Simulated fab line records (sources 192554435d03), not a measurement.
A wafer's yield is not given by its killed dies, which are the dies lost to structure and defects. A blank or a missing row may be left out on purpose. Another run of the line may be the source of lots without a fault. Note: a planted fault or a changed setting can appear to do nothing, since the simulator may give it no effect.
What tool caused it? || flow n5-finfet || 27 wafers from 9 lots sampled at 2 of the route's 1938 steps

== WHAT THE GAUGES READ, wafer by wafer ==
N5_BEOL_M4_OVL_MEAS_29.
{"lot": "L662", "measured": "day 8 05:41", "on": "overlay-01", "V3_OVL (nm)": "-0.4 0.1 -0.2"}
{"lot": "L663", "measured": "day 8 13:34", "on": "overlay-01", "V3_OVL (nm)": "0.1 0.5 0.4"}
{"lot": "L665", "measured": "day 8 17:31", "on": "overlay-02", "V3_OVL (nm)": "-0.2 -0.3 -0.7"}
{"lot": "L667", "measured": "day 9 11:36", "on": "overlay-02", "V3_OVL (nm)": "-0.4 -0.8 -0.6"}
{"lot": "L674", "measured": "day 11 04:59", "on": "overlay-01", "V3_OVL (nm)": "9.5 10.3 8.9"}
{"lot": "L675", "measured": "day 11 05:04", "on": "overlay-02", "V3_OVL (nm)": "11.4 11.0 9.8"}
{"lot": "L676", "measured": "day 11 13:07", "on": "overlay-02", "V3_OVL (nm)": "-0.7 -0.5 -0.5"}
{"lot": "L678", "measured": "day 11 23:49", "on": "overlay-01", "V3_OVL (nm)": "-0.6 -1.0 -0.7"}
{"lot": "L683", "measured": "day 13 12:30", "on": "overlay-02", "V3_OVL (nm)": "-0.7 0.0 -1.2"}

== TOOL THAT RAN EACH LOT (tool first, then ch and the chambers of the sampled wafers, then the start) ==
{"lot": "L662", "N5_BEOL_M4_EXPOSE_25": "euv-scanner-02 ch 0, day 8 05:31"}
{"lot": "L663", "N5_BEOL_M4_EXPOSE_25": "euv-scanner-02 ch 0, day 8 13:23"}
{"lot": "L665", "N5_BEOL_M4_EXPOSE_25": "euv-scanner-02 ch 0, day 8 17:21"}
{"lot": "L667", "N5_BEOL_M4_EXPOSE_25": "euv-scanner-02 ch 0, day 9 11:25"}
{"lot": "L674", "N5_BEOL_M4_EXPOSE_25": "euv-scanner-02 ch 0, day 11 04:50"}
{"lot": "L675", "N5_BEOL_M4_EXPOSE_25": "euv-scanner-02 ch 0, day 11 04:53"}
{"lot": "L676", "N5_BEOL_M4_EXPOSE_25": "euv-scanner-01 ch 0, day 11 12:56"}
{"lot": "L678", "N5_BEOL_M4_EXPOSE_25": "euv-scanner-01 ch 0, day 11 23:38"}
{"lot": "L683", "N5_BEOL_M4_EXPOSE_25": "euv-scanner-01 ch 0, day 13 12:20"}
- N5_BEOL_M4_EXPOSE_25: exposes mask V3, defocus 5 nm.

== THE ANSWER, worked out from the rows above alone ==
Rule: what is usual is taken from the lots themselves. The widest of any qualifying gaps counts: lots, ordered by their means at a reading, are off when they make up no more than a third of the lots, leave a main group of 4 or more, and stand apart from it by 3 or more times the standard deviation of that group's means. The tables above print the reading to a certain number of digits; a main group whose means all agree to those digits is not used. A lot without any number at a reading at which 4 lots or more have one is off too. The other lots that the step has rows for count as sound.
Off: L674, L675, seen at N5_BEOL_M4_OVL_MEAS_29 (V3_OVL). The main group has a mean of -0.4 nm with a standard deviation of 0.35.
A tool fits if, at a process step before that reading, it ran every lot that is off, and no sound lot after the first of them. Those tools and the gauges at N5_BEOL_M4_OVL_MEAS_29 are tried in the same way. One fits: euv-scanner-02 at N5_BEOL_M4_EXPOSE_25. Its last sound lot is L667 (day 9 11:25), its first lot that is off L674 (day 11 04:50): a fault that began between those two fits.

== WHAT THE SIMULATOR HAD INSERTED ==
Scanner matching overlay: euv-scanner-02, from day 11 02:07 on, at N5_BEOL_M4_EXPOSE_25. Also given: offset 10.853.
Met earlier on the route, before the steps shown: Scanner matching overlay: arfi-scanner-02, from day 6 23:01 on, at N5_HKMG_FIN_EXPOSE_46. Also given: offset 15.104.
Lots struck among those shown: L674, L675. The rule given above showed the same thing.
